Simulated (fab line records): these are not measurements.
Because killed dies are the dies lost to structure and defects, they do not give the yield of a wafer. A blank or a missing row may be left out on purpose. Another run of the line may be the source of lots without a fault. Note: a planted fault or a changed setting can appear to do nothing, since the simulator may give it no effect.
Struck lot and sound lot, side by side -- flow nandHarc -- 14 out of 1302 route steps
Sound: wafers L189.2, L189.3, L189.4. Struck: wafer L203.2 (L203.3, L203.5, from the same lot, were not struck and are left out); the cause is given at the end.
Per side, at each step with rows, come the tool, then ch with its chambers, and then its first start. Under that, the readings that differ: sound wafers -- struck wafers -- difference of the means -- sigmas: that difference in standard deviations of wafers without a fault.
alike: a reading whose means differ by less than 2 such deviations, as well as words and numbers matching on both sides. not compared: withheld readings; readings where some wafer has no value; bounds like >300 that might hide an equal value; numbers whose values overlap and for which the record gives no deviation.
The two part at a step that has a row with sigmas, a row that says differs or no value, or rows on one side only. When numbers do not overlap yet have no deviation, they are printed without sigmas and do not part them. Lack of a reading on every wafer of one side parts them only where that side has two or more wafers.

NHARC_A_BONDPAD_THK_MEAS_20: measures by xrf.
  sound on filmMetro-01 at day 23 23:15; struck on filmMetro-01 at day 28 18:00
  alike: thkNm
then, 1 step without rows for these wafers: NHARC_A_BONDPAD_SRD_21 (time 30 s, dry time 20 s).
NHARC_A_BONDPAD_INSPECT_23:
  sound on defectInspect-01 at day 23 23:27; struck on defectInspect-01 at day 28 18:12
  alike: rawDefectCount
NHARC_HYBRID_BOND_ACTIVATE_00: chemistry N2, time 60 s.
  sound on rieDiel-06 ch 1,2,3, day 23 23:31; struck on rieDiel-02 ch 0, day 28 18:17
reading,sound,struck,difference,sigmas
rfHoursCounterH (h),4 4 4,37,+33,
  alike: drypumpMotorCurrentA, oesProductAu, rfVppV, showerheadPlenumPTorr
then, 4 steps without rows for these wafers: NHARC_HYBRID_BOND_PRECLEAN_01 (cleans in DIW, time 300 s); NHARC_HYBRID_BOND_SRD_02 (time 30 s, dry time 20 s); NHARC_HYBRID_BOND_BOND_03; NHARC_HYBRID_BOND_ANNEAL_04 (time 7200 s).
NHARC_HYBRID_BOND_OVL_MEAS_05:
  sound on overlay-01 at day 24 10:08; struck on overlay-02 at day 29 06:10
  alike: overlayXNm, overlayYNm
NHARC_HYBRID_BOND_INSPECT_06: inspects for defects (ir void).
  sound on defectInspect-01 at day 24 10:11; struck on defectInspect-02 at day 29 06:14
  alike: rawDefectCount
NHARC_THIN_TSV_GRIND_00:
  sound on grinder-01 ch 0, day 24 10:32; struck on grinder-01 ch 0, day 29 06:34
  alike: motorCurrentA
NHARC_THIN_TSV_CMP_01: polishes.
  sound on cmp-02 ch 1,2,3, day 24 11:33; struck on cmp-02 ch 0, day 29 07:40
  alike: motorCurrentA
NHARC_THIN_TSV_THK_MEAS_02: measures by ir.
  sound on filmMetro-02 at day 24 11:49; struck on filmMetro-01 at day 29 07:52
reading,sound,struck,difference,sigmas
thkNm (nm),2923 2818 2895,0,-2879,-14
following that, these wafers have no rows for 1 step: NHARC_THIN_TSV_SRD_03.

== WHERE THEY PART ==
Only at NHARC_THIN_TSV_THK_MEAS_02, as far as this record shows.

WHY: what had been put in by the simulator
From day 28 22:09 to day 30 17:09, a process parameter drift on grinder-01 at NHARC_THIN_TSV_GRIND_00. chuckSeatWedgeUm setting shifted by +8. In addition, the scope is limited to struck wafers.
